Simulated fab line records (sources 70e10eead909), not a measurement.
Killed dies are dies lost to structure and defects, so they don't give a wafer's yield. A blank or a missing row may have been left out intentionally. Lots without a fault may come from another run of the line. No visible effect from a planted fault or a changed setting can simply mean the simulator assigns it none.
Comparing a struck lot with a sound one | flow nand harc | 15 out of 1159 route steps
Sound: the wafers L722.3, L722.4, L722.5. Struck: wafers L720.1, L720.2, L720.6. Last of all comes the cause.
Each step with rows lists, per side, the tool, then ch with its chambers, then its first start. Under that, the readings that differ: sound wafers | struck wafers | difference of the means | sigmas: that difference in standard deviations of wafers without a fault.
alike: readings whose means differ by less than 2 such deviations, and words and numbers that are the same on both sides. not compared: withheld readings, readings that some wafer has no value for, bounds like >300 that may hide the same value, and numbers for which the record gives no deviation and whose values overlap.
A row with sigmas, a row that says differs or no value, or rows on one side alone: a step with any of these is where the two part. When numbers do not overlap yet have no deviation, they are printed without sigmas and do not part them. A reading that every wafer of one side lacks parts them only if that side has two wafers or more.

first, 1 step without rows for these wafers: NHARC_A_ONON_D1_DEP_03 (target thk 1000 nm).
NHARC_A_ONON_D1_THK_MEAS_05: measures by ellipsometry.
  sound: film metro-02 at day 10 12:34; struck: film metro-02 at day 10 12:34
  alike: thk nm
next comes 1 step that has no rows for these wafers: NHARC_A_ONON_D1_DEP_06 (target thickness 1000 nm).
NHARC_A_ONON_D1_THK_MEAS_08: measures by ellipsometry.
  sound: film metro-02 at day 10 13:07; struck: film metro-01 at day 10 13:08
  reading     | sound       | struck         | difference | sigmas
  thk nm (nm) | 984 984 982 | 1017 1015 1016 | +33        | +3
next comes 1 step that has no rows for these wafers: NHARC_A_ONON_D1_DEP_09 (target thickness 1000 nm).
NHARC_A_ONON_D1_THK_MEAS_11: measures by ellipsometry.
  sound: film metro-01 at day 10 13:41; struck: film metro-02 at day 10 13:41
  alike: thk nm
next comes 1 step that has no rows for these wafers: NHARC_A_ONON_D1_DEP_12 (target thickness 1000 nm).
NHARC_A_ONON_D1_THK_MEAS_14: measures by ellipsometry.
  sound: film metro-01 at day 10 14:15; struck: film metro-02 at day 10 14:16
  reading     | sound          | struck      | difference | sigmas
  thk nm (nm) | 1029 1028 1027 | 994 993 992 | -35        | -3
then, 2 steps without rows for these wafers: NHARC_A_ONON_D1_ANNEAL_15 (time 3600 s); NHARC_A_ONON_D1_DEP_16 (target thk 1000 nm).
NHARC_A_ONON_D1_THK_MEAS_18: measures by ellipsometry.
  sound: film metro-02 at day 10 21:42; struck: film metro-01 at day 10 21:40
  reading     | sound          | struck      | difference | sigmas
  thk nm (nm) | 1017 1015 1017 | 996 995 993 | -22        | -2
NHARC_A_ONON_D1_DEP_19: target thk 1000 nm.
  sound on pecvd onon-03 ch 0, day 10 21:58; struck on pecvd onon-02 ch 0, day 10 21:50
NHARC_A_ONON_D1_THK_MEAS_21: measures by ellipsometry.
  sound: film metro-01 at day 10 22:22; struck: film metro-02 at day 10 22:21
  reading     | sound       | struck         | difference | sigmas
  thk nm (nm) | 981 981 981 | 1500 1500 1501 | +519       | +52
next comes 1 step that has no rows for these wafers: NHARC_A_ONON_D1_DEP_22 (target thickness 1000 nm).
-- the record jumps here: 12 days lie between the struck wafers' starts before and after (it left off in module A_ONON_D1 and takes up again in module END, whose first step shown is number 1159 of the route) --
NHARC_END_SORT_01:
  here the record holds rows for the struck wafers (prober-01 ch 0, day 23 08:35) but none for the sound ones

== WHERE THEY PART ==
Last at NHARC_END_SORT_01 as far as this record goes, first at NHARC_A_ONON_D1_THK_MEAS_08.

WHY: the cause the simulator had injected
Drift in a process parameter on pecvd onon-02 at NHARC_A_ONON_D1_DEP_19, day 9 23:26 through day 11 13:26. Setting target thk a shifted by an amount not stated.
